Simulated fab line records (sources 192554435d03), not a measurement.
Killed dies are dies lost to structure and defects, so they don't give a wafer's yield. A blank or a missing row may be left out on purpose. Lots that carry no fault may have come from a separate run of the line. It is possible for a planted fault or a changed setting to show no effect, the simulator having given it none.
Which tool was responsible? || flow n5 finfet || 31 wafers from 11 lots sampled at 6 of the route's 1938 steps

WHAT EACH GAUGE READ, for each wafer
N5_BEOL_M2_THK_MEAS_01.
{"lot": "L184", "measured": "day 7 01:42", "on": "film metro-01", "M2_ILD_THK (nm)": "79.6 80.3 81.6"}
{"lot": "L187", "measured": "day 8 01:53", "on": "film metro-02", "M2_ILD_THK (nm)": "78.3 79.4"}
{"lot": "L189", "measured": "day 8 05:29", "on": "film metro-01", "M2_ILD_THK (nm)": "79.6 78.4 81.5"}
{"lot": "L191", "measured": "day 8 15:19", "on": "film metro-01", "M2_ILD_THK (nm)": "79.5 78.5 80.5"}
{"lot": "L195", "measured": "day 9 10:10", "on": "film metro-02", "M2_ILD_THK (nm)": "78.7 78.7"}
{"lot": "L196", "measured": "day 9 19:12", "on": "film metro-01", "M2_ILD_THK (nm)": "77.8 79.3 79.0"}
{"lot": "L203", "measured": "day 11 03:59", "on": "film metro-01", "M2_ILD_THK (nm)": "120.3 120.4 80.1"}
{"lot": "L204", "measured": "day 11 17:14", "on": "film metro-01", "M2_ILD_THK (nm)": "79.2 78.9 79.7"}
{"lot": "L205", "measured": "day 11 23:05", "on": "film metro-02", "M2_ILD_THK (nm)": "118.9 119.8 78.7"}
{"lot": "L206", "measured": "day 12 06:49", "on": "film metro-02", "M2_ILD_THK (nm)": "119.8 79.2 79.3"}
{"lot": "L207", "measured": "day 12 09:20", "on": "film metro-02", "M2_ILD_THK (nm)": "78.8 81.1 81.7"}

N5_BEOL_M4_RC_MEAS_101.
{"lot": "L184", "measured": "day 12 07:17", "on": "prober-01", "DIBL_N (mV/V)": "36.6 38.5 40.1", "DIBL_P (mV/V)": "36.6 38.0 42.1", "IOFF_N (nA/um)": "0.17 0.20 0.26", "IOFF_P (nA/um)": "0.24 0.25 0.36", "ION_N (uA/um)": "669 675 688", "ION_P (uA/um)": "464 460 471", "SS_N (mV/dec)": "72.1 72.3 72.8", "SS_P (mV/dec)": "72.7 73.1 73.9", "VT_N (mV)": "249 248 243", "VT_P (mV)": "-245 -243 -241"}
{"lot": "L187", "measured": "day 12 12:42", "on": "prober-02", "DIBL_N (mV/V)": "38.0 37.4", "DIBL_P (mV/V)": "37.0 37.3", "IOFF_N (nA/um)": "0.19 0.16", "IOFF_P (nA/um)": "0.20 0.21", "ION_N (uA/um)": "692 681", "ION_P (uA/um)": "462 459", "SS_N (mV/dec)": "71.4 71.2", "SS_P (mV/dec)": "73.3 73.3", "VT_N (mV)": "247 249", "VT_P (mV)": "-252 -252"}
{"lot": "L189", "measured": "day 12 17:31", "on": "prober-02", "DIBL_N (mV/V)": "36.9 40.1 35.0", "DIBL_P (mV/V)": "37.8 40.5 34.6", "IOFF_N (nA/um)": "0.16 0.25 0.14", "IOFF_P (nA/um)": "0.22 0.27 0.18", "ION_N (uA/um)": "654 685 679", "ION_P (uA/um)": "455 462 455", "SS_N (mV/dec)": "71.3 73.1 71.2", "SS_P (mV/dec)": "74.1 74.9 73.2", "VT_N (mV)": "252 244 250", "VT_P (mV)": "-251 -249 -253"}
{"lot": "L191", "measured": "day 13 10:34", "on": "prober-01", "DIBL_N (mV/V)": "40.2 39.1 38.9", "DIBL_P (mV/V)": "40.8 39.3 38.2", "IOFF_N (nA/um)": "0.22 0.21 0.19", "IOFF_P (nA/um)": "0.27 0.24 0.22", "ION_N (uA/um)": "673 687 662", "ION_P (uA/um)": "456 465 449", "SS_N (mV/dec)": "72.8 72.5 71.9", "SS_P (mV/dec)": "74.5 73.8 73.5", "VT_N (mV)": "246 247 251", "VT_P (mV)": "-248 -248 -251"}
{"lot": "L195", "measured": "day 14 05:29", "on": "prober-01", "DIBL_N (mV/V)": "39.9 41.5", "DIBL_P (mV/V)": "40.9 41.8", "IOFF_N (nA/um)": "0.22 0.27", "IOFF_P (nA/um)": "0.27 0.30", "ION_N (uA/um)": "709 715", "ION_P (uA/um)": "470 484", "SS_N (mV/dec)": "72.0 72.1", "SS_P (mV/dec)": "74.2 74.2", "VT_N (mV)": "244 242", "VT_P (mV)": "-249 -245"}
{"lot": "L196", "measured": "day 14 15:04", "on": "prober-02", "DIBL_N (mV/V)": "40.5 34.8 39.7", "DIBL_P (mV/V)": "39.8 32.8 38.2", "IOFF_N (nA/um)": "0.25 0.13 0.21", "IOFF_P (nA/um)": "0.26 0.16 0.23", "ION_N (uA/um)": "689 669 681", "ION_P (uA/um)": "464 452 462", "SS_N (mV/dec)": "72.8 70.7 72.7", "SS_P (mV/dec)": "74.4 72.4 73.4", "VT_N (mV)": "242 250 246", "VT_P (mV)": "-247 -253 -252"}
{"lot": "L203", "measured": "day 16 18:38", "on": "prober-01", "DIBL_N (mV/V)": 33.5, "DIBL_P (mV/V)": 32.8, "IOFF_N (nA/um)": 0.11, "IOFF_P (nA/um)": 0.16, "ION_N (uA/um)": 674, "ION_P (uA/um)": 461, "SS_N (mV/dec)": 70.6, "SS_P (mV/dec)": 72.8, "VT_N (mV)": 254, "VT_P (mV)": -255}
{"lot": "L204", "measured": "day 17 01:41", "on": "prober-01", "DIBL_N (mV/V)": "38.0 33.6 35.8", "DIBL_P (mV/V)": "40.6 34.2 36.5", "IOFF_N (nA/um)": "0.18 0.11 0.15", "IOFF_P (nA/um)": "0.23 0.14 0.17", "ION_N (uA/um)": "686 645 675", "ION_P (uA/um)": "471 444 454", "SS_N (mV/dec)": "72.0 71.2 71.7", "SS_P (mV/dec)": "73.7 71.8 73.3", "VT_N (mV)": "247 256 251", "VT_P (mV)": "-252 -253 -256"}
{"lot": "L205", "measured": "day 17 02:39", "on": "prober-02", "DIBL_N (mV/V)": 36.5, "DIBL_P (mV/V)": 36.6, "IOFF_N (nA/um)": 0.15, "IOFF_P (nA/um)": 0.20, "ION_N (uA/um)": 671, "ION_P (uA/um)": 457, "SS_N (mV/dec)": 71.7, "SS_P (mV/dec)": 73.2, "VT_N (mV)": 251, "VT_P (mV)": -249}
{"lot": "L206", "measured": "day 17 05:43", "on": "prober-02", "DIBL_N (mV/V)": "36.0 38.5", "DIBL_P (mV/V)": "34.0 39.8", "IOFF_N (nA/um)": "0.17 0.22", "IOFF_P (nA/um)": "0.19 0.30", "ION_N (uA/um)": "680 688", "ION_P (uA/um)": "459 471", "SS_N (mV/dec)": "71.6 71.4", "SS_P (mV/dec)": "72.8 73.6", "VT_N (mV)": "249 244", "VT_P (mV)": "-251 -246"}
{"lot": "L207", "measured": "day 17 18:26", "on": "prober-02", "DIBL_N (mV/V)": "36.5 33.3 36.9", "DIBL_P (mV/V)": "36.5 31.9 37.3", "IOFF_N (nA/um)": "0.16 0.12 0.19", "IOFF_P (nA/um)": "0.26 0.17 0.26", "ION_N (uA/um)": "662 680 686", "ION_P (uA/um)": "460 463 475", "SS_N (mV/dec)": "71.5 70.8 72.2", "SS_P (mV/dec)": "73.6 73.0 74.0", "VT_N (mV)": "250 248 248", "VT_P (mV)": "-245 -251 -246"}

EACH LOT AND THE TOOL THAT RAN IT (in order: tool; ch and the chambers of the sampled wafers; start)
{"lot": "L184", "N5_BEOL_M1_SPUTTER_90": "pvd sputter-01, day 6 23:07", "N5_BEOL_M1_SPUTTER_94": "pvd sputter-01, day 6 23:33", "N5_BEOL_M1_SPUTTER_96": "pvd sputter-01, day 6 23:46", "N5_BEOL_M2_ILD_DEP_00": "pecvd-02 ch 1,2, day 7 01:38"}
{"lot": "L187", "N5_BEOL_M1_SPUTTER_90": "pvd sputter-01, day 7 23:58", "N5_BEOL_M1_SPUTTER_94": "pvd sputter-01, day 8 00:25", "N5_BEOL_M1_SPUTTER_96": "pvd sputter-01, day 8 00:38", "N5_BEOL_M2_ILD_DEP_00": "pecvd-01 ch 1,2, day 8 01:50"}
{"lot": "L189", "N5_BEOL_M1_SPUTTER_90": "pvd sputter-02, day 8 03:32", "N5_BEOL_M1_SPUTTER_94": "pvd sputter-02, day 8 03:58", "N5_BEOL_M1_SPUTTER_96": "pvd sputter-02, day 8 04:11", "N5_BEOL_M2_ILD_DEP_00": "pecvd-01 ch 0,1,2, day 8 05:25"}
{"lot": "L191", "N5_BEOL_M1_SPUTTER_90": "pvd sputter-01, day 8 13:29", "N5_BEOL_M1_SPUTTER_94": "pvd sputter-01, day 8 13:55", "N5_BEOL_M1_SPUTTER_96": "pvd sputter-01, day 8 14:08", "N5_BEOL_M2_ILD_DEP_00": "pecvd-01 ch 0,1,2, day 8 15:15"}
{"lot": "L195", "N5_BEOL_M1_SPUTTER_90": "pvd sputter-01, day 9 08:18", "N5_BEOL_M1_SPUTTER_94": "pvd sputter-01, day 9 08:44", "N5_BEOL_M1_SPUTTER_96": "pvd sputter-01, day 9 08:58", "N5_BEOL_M2_ILD_DEP_00": "pecvd-01 ch 0,2, day 9 10:06"}
{"lot": "L196", "N5_BEOL_M1_SPUTTER_90": "pvd sputter-01, day 9 17:20", "N5_BEOL_M1_SPUTTER_94": "pvd sputter-01, day 9 17:47", "N5_BEOL_M1_SPUTTER_96": "pvd sputter-01, day 9 18:00", "N5_BEOL_M2_ILD_DEP_00": "pecvd-01 ch 0,2, day 9 19:08"}
{"lot": "L203", "N5_BEOL_M1_SPUTTER_90": "pvd sputter-01, day 11 02:08", "N5_BEOL_M1_SPUTTER_94": "pvd sputter-01, day 11 02:35", "N5_BEOL_M1_SPUTTER_96": "pvd sputter-01, day 11 02:48", "N5_BEOL_M2_ILD_DEP_00": "pecvd-01 ch 0,1,2, day 11 03:55"}
{"lot": "L204", "N5_BEOL_M1_SPUTTER_90": "pvd sputter-01, day 11 15:24", "N5_BEOL_M1_SPUTTER_94": "pvd sputter-01, day 11 15:50", "N5_BEOL_M1_SPUTTER_96": "pvd sputter-01, day 11 16:04", "N5_BEOL_M2_ILD_DEP_00": "pecvd-02 ch 0,2, day 11 17:10"}
{"lot": "L205", "N5_BEOL_M1_SPUTTER_90": "pvd sputter-01, day 11 21:15", "N5_BEOL_M1_SPUTTER_94": "pvd sputter-01, day 11 21:41", "N5_BEOL_M1_SPUTTER_96": "pvd sputter-01, day 11 21:55", "N5_BEOL_M2_ILD_DEP_00": "pecvd-01 ch 0,2, day 11 23:01"}
{"lot": "L206", "N5_BEOL_M1_SPUTTER_90": "pvd sputter-02, day 12 04:58", "N5_BEOL_M1_SPUTTER_94": "pvd sputter-02, day 12 05:25", "N5_BEOL_M1_SPUTTER_96": "pvd sputter-02, day 12 05:38", "N5_BEOL_M2_ILD_DEP_00": "pecvd-01 ch 0,1, day 12 06:45"}
{"lot": "L207", "N5_BEOL_M1_SPUTTER_90": "pvd sputter-03, day 12 07:29", "N5_BEOL_M1_SPUTTER_94": "pvd sputter-03, day 12 07:56", "N5_BEOL_M1_SPUTTER_96": "pvd sputter-03, day 12 08:09", "N5_BEOL_M2_ILD_DEP_00": "pecvd-04 ch 0,2, day 12 09:16"}
- N5_BEOL_M1_SPUTTER_90: material Cu, target thk 4.5 nm, time 8.29 s.
- N5_BEOL_M1_SPUTTER_94: material Cu, target thk 4.5 nm, time 8.29 s.
- N5_BEOL_M1_SPUTTER_96: material Cu, target thk 4.5 nm, time 8.29 s.
- N5_BEOL_M2_ILD_DEP_00: deposits SiOC from DEMS/O2, target thk 79 nm, time 15.3 s.

AS READ BY THE TOOLS THEMSELVES (means over the sampled wafers that have a number; for cases with no such wafer, the mark the record gives instead)
N5_BEOL_M1_SPUTTER_90.
{"lot": "L184", "tool": "pvd sputter-01", "throttle valve pct (%)": 31.9}
{"lot": "L187", "tool": "pvd sputter-01", "throttle valve pct (%)": 29.4}
{"lot": "L189", "tool": "pvd sputter-02", "throttle valve pct (%)": 30.0}
{"lot": "L191", "tool": "pvd sputter-01", "throttle valve pct (%)": 29.1}
{"lot": "L195", "tool": "pvd sputter-01", "throttle valve pct (%)": 31.5}
{"lot": "L196", "tool": "pvd sputter-01", "throttle valve pct (%)": 30.8}
{"lot": "L203", "tool": "pvd sputter-01", "throttle valve pct (%)": 30.2}
{"lot": "L204", "tool": "pvd sputter-01", "throttle valve pct (%)": 30.1}
{"lot": "L205", "tool": "pvd sputter-01", "throttle valve pct (%)": 30.7}
{"lot": "L206", "tool": "pvd sputter-02", "throttle valve pct (%)": 30.2}
{"lot": "L207", "tool": "pvd sputter-03", "throttle valve pct (%)": 29.8}

N5_BEOL_M1_SPUTTER_94.
{"lot": "L184", "tool": "pvd sputter-01", "throttle valve pct (%)": 31.8}
{"lot": "L187", "tool": "pvd sputter-01", "throttle valve pct (%)": 29.5}
{"lot": "L189", "tool": "pvd sputter-02", "throttle valve pct (%)": 30.0}
{"lot": "L191", "tool": "pvd sputter-01", "throttle valve pct (%)": 29.1}
{"lot": "L195", "tool": "pvd sputter-01", "throttle valve pct (%)": 31.6}
{"lot": "L196", "tool": "pvd sputter-01", "throttle valve pct (%)": 30.8}
{"lot": "L203", "tool": "pvd sputter-01", "throttle valve pct (%)": 30.2}
{"lot": "L204", "tool": "pvd sputter-01", "throttle valve pct (%)": 30.1}
{"lot": "L205", "tool": "pvd sputter-01", "throttle valve pct (%)": 30.9}
{"lot": "L206", "tool": "pvd sputter-02", "throttle valve pct (%)": 30.1}
{"lot": "L207", "tool": "pvd sputter-03", "throttle valve pct (%)": 29.9}

N5_BEOL_M1_SPUTTER_96.
{"lot": "L184", "tool": "pvd sputter-01", "throttle valve pct (%)": 31.7}
{"lot": "L187", "tool": "pvd sputter-01", "throttle valve pct (%)": 29.3}
{"lot": "L189", "tool": "pvd sputter-02", "throttle valve pct (%)": 30.0}
{"lot": "L191", "tool": "pvd sputter-01", "throttle valve pct (%)": 29.2}
{"lot": "L195", "tool": "pvd sputter-01", "throttle valve pct (%)": 31.6}
{"lot": "L196", "tool": "pvd sputter-01", "throttle valve pct (%)": 30.6}
{"lot": "L203", "tool": "pvd sputter-01", "throttle valve pct (%)": 30.2}
{"lot": "L204", "tool": "pvd sputter-01", "throttle valve pct (%)": 30.0}
{"lot": "L205", "tool": "pvd sputter-01", "throttle valve pct (%)": 30.7}
{"lot": "L206", "tool": "pvd sputter-02", "throttle valve pct (%)": 30.1}
{"lot": "L207", "tool": "pvd sputter-03", "throttle valve pct (%)": 29.9}

N5_BEOL_M2_ILD_DEP_00.
{"lot": "L184", "tool": "pecvd-02", "heater power w (W)": 478, "showerhead plenum p Torr (Torr)": 5.681, "throttle valve pct (%)": 12.2}
{"lot": "L187", "tool": "pecvd-01", "heater power w (W)": 420, "showerhead plenum p Torr (Torr)": 5.720, "throttle valve pct (%)": 11.2}
{"lot": "L189", "tool": "pecvd-01", "heater power w (W)": 438, "showerhead plenum p Torr (Torr)": 5.705, "throttle valve pct (%)": 11.6}
{"lot": "L191", "tool": "pecvd-01", "heater power w (W)": 430, "showerhead plenum p Torr (Torr)": 5.712, "throttle valve pct (%)": 11.6}
{"lot": "L195", "tool": "pecvd-01", "heater power w (W)": 412, "showerhead plenum p Torr (Torr)": 5.703, "throttle valve pct (%)": 11.8}
{"lot": "L196", "tool": "pecvd-01", "heater power w (W)": 420, "showerhead plenum p Torr (Torr)": 5.690, "throttle valve pct (%)": 12.2}
{"lot": "L203", "tool": "pecvd-01", "heater power w (W)": 463, "showerhead plenum p Torr (Torr)": 5.704, "throttle valve pct (%)": 11.7}
{"lot": "L204", "tool": "pecvd-02", "heater power w (W)": 492, "showerhead plenum p Torr (Torr)": 5.699, "throttle valve pct (%)": 12.1}
{"lot": "L205", "tool": "pecvd-01", "heater power w (W)": 371, "showerhead plenum p Torr (Torr)": 5.701, "throttle valve pct (%)": 11.5}
{"lot": "L206", "tool": "pecvd-01", "heater power w (W)": 494, "showerhead plenum p Torr (Torr)": 5.698, "throttle valve pct (%)": 12.2}
{"lot": "L207", "tool": "pecvd-04", "heater power w (W)": 664, "showerhead plenum p Torr (Torr)": 5.698, "throttle valve pct (%)": 11.5}

THE ANSWER, worked out from the rows above alone
Rule: the usual values come from the lots themselves. Put in order of their means at a reading, lots are off if they are a third of the lots or fewer, leave a main group of 4 or more, and stand apart from it by a gap of 3 or more times the standard deviation of the main group's means; of several such gaps the widest counts. A main group is skipped when, at the precision printed for the reading in the tables above, its means are all equal. Also off: a lot with no number at a reading for which 4 or more lots have one. All remaining lots with rows at the step are treated as sound. The gauges are gone through in route order, then the tools' own readings, and for those a lot's mean is taken as printed above. At the first step where some lot is off, the reading lying furthest off is the one used; lots without a number count as furthest.
Off: L203, L205, L206, seen at N5_BEOL_M2_THK_MEAS_01 (M2_ILD_THK). Mean 79.5 nm and standard deviation 0.7 in the main group.
If a tool, at a process step before that reading, ran all the lots that are off and no sound lot after the first of them, it fits. Gauges at N5_BEOL_M2_THK_MEAS_01: tried the same way as those tools. One fits: pecvd-01 at N5_BEOL_M2_ILD_DEP_00. Its last sound lot is L196 (day 9 19:08), its first lot that is off L203 (day 11 03:55): a fault that began between those two fits.

WHAT HAD BEEN PUT IN BY THE SIMULATOR
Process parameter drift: pecvd-01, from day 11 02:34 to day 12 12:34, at N5_BEOL_M2_ILD_DEP_00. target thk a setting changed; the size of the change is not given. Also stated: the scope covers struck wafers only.
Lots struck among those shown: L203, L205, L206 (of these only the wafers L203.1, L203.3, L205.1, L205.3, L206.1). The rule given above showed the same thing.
